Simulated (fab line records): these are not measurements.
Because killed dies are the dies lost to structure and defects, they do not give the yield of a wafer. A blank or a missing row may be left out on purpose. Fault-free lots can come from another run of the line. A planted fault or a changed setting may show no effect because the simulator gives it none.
What tool caused it?    flow nandHarc    11 lots, 33 wafers sampled, at 4 steps of a route of 1159

WHAT EACH GAUGE READ, for each wafer
NHARC_A_CONTACT_CD_MEAS_69 targets a cd of 200 nm.
lot   measured      on        cdNm (nm)
L075  day 16 14:49  cdSem-01  200.9 199.9 200.2
L076  day 17 06:18  cdSem-03  199.5 199.5 200.5
L078  day 17 13:40  cdSem-03  200.1 200.0 199.6
L081  day 18 09:34  cdSem-02  199.8 200.4 200.3
L082  day 18 23:21  cdSem-03  199.5 201.2 200.3
L085  day 19 10:34  cdSem-02  199.6 199.4 199.8
L087  day 20 00:44  cdSem-03  200.0 199.6 199.7
L090  day 20 10:33  cdSem-01  199.7 201.0 200.9
L094  day 21 10:23  cdSem-02  199.7 200.4 200.6
L096  day 21 17:12  cdSem-02  199.7 200.3 200.3
L093  day 21 22:52  cdSem-02  199.8 199.9 200.5

EACH LOT AND THE TOOL THAT RAN IT (in order: tool; ch and the chambers of the sampled wafers; start)
lot   NHARC_A_WL_FILL_ETCHBACK_16                   NHARC_A_WL_FILL_ALD_19              NHARC_A_CONTACT_ETCH_96
L075  rieDiel-01 ch 0,3, day 15 16:46 or earlier    aldMetal-01 ch 0,2, day 15 16:46    rieDiel-06 ch 0,1,3, day 16 09:11
L076  rieDiel-05 ch 1,2,3, day 16 10:16 or earlier  aldMetal-01 ch 0,1,2, day 16 10:16  rieDiel-06 ch 1,2,3, day 17 06:18 or earlier
L078  rieDiel-01 ch 0,1, day 16 18:40 or earlier    aldMetal-01 ch 0,2, day 16 18:40    rieDiel-06 ch 1,3, day 17 13:40 or earlier
L081  rieDiel-11 ch 0,1,3, day 17 13:56 or earlier  aldMetal-03 ch 0,1,2, day 17 13:56  rieDiel-06 ch 0,1,2, day 18 09:34 or earlier
L082  rieDiel-11 ch 0,2, day 18 06:10 or earlier    aldMetal-01 ch 0,1, day 18 06:10    rieDiel-03 ch 1,2,3, day 18 23:21 or earlier
L085  rieDiel-05 ch 0,2, day 18 09:45 or earlier    aldMetal-03 ch 2,3, day 18 09:45    rieDiel-06 ch 0,1,3, day 19 10:34 or earlier
L087  rieDiel-11 ch 0,1,2, day 18 19:56 or earlier  aldMetal-03 ch 0,2,3, day 18 19:56  rieDiel-08 ch 0,1,2, day 20 00:44 or earlier
L090  rieDiel-01 ch 1,3, day 19 06:42 or earlier    aldMetal-04 ch 0,2,3, day 19 06:42  rieDiel-03 ch 1,3, day 20 10:33 or earlier
L094  rieDiel-11 ch 1,2, day 20 14:39 or earlier    aldMetal-01 ch 1,2,3, day 20 14:39  rieDiel-03 ch 0,1,3, day 21 10:23 or earlier
L096  rieDiel-01 ch 0,2,3, day 20 20:56 or earlier  aldMetal-03 ch 0,1,2, day 20 20:56  rieDiel-06 ch 0,1,2, day 21 17:12 or earlier
L093  rieDiel-01 ch 1,2,3, day 21 00:06 or earlier  aldMetal-03 ch 0,1,3, day 21 00:06  rieDiel-08 ch 0,1,2, day 21 22:52 or earlier
- NHARC_A_WL_FILL_ETCHBACK_16: etches the open film in C4F8/O2/Ar, target depth 88 nm, time 17.6 s.
- NHARC_A_WL_FILL_ALD_19: deposits TiN, target thk 2 nm, pulse time 3 s, ald cycles 100.
- NHARC_A_CONTACT_ETCH_96: etches the open film in C4F6/O2, target depth 20 nm, time 10 s.

THE ANSWER, worked out from the rows above alone
Rule: the lots themselves supply what counts as usual. Put in order of their means at a reading, lots are off if they are a third of the lots or fewer, leave a main group of 4 or more, and stand apart from it by a gap of 3 or more times the standard deviation of the main group's means; of several such gaps the widest counts. The tables above print the reading to a certain number of digits; a main group whose means all agree to those digits is not used. A lot without any number at a reading at which 4 lots or more have one is off too. The other lots that the step has rows for count as sound.
No lot is off on any of the readings shown, so nothing can be concluded from this.

WHAT HAD BEEN PUT IN BY THE SIMULATOR
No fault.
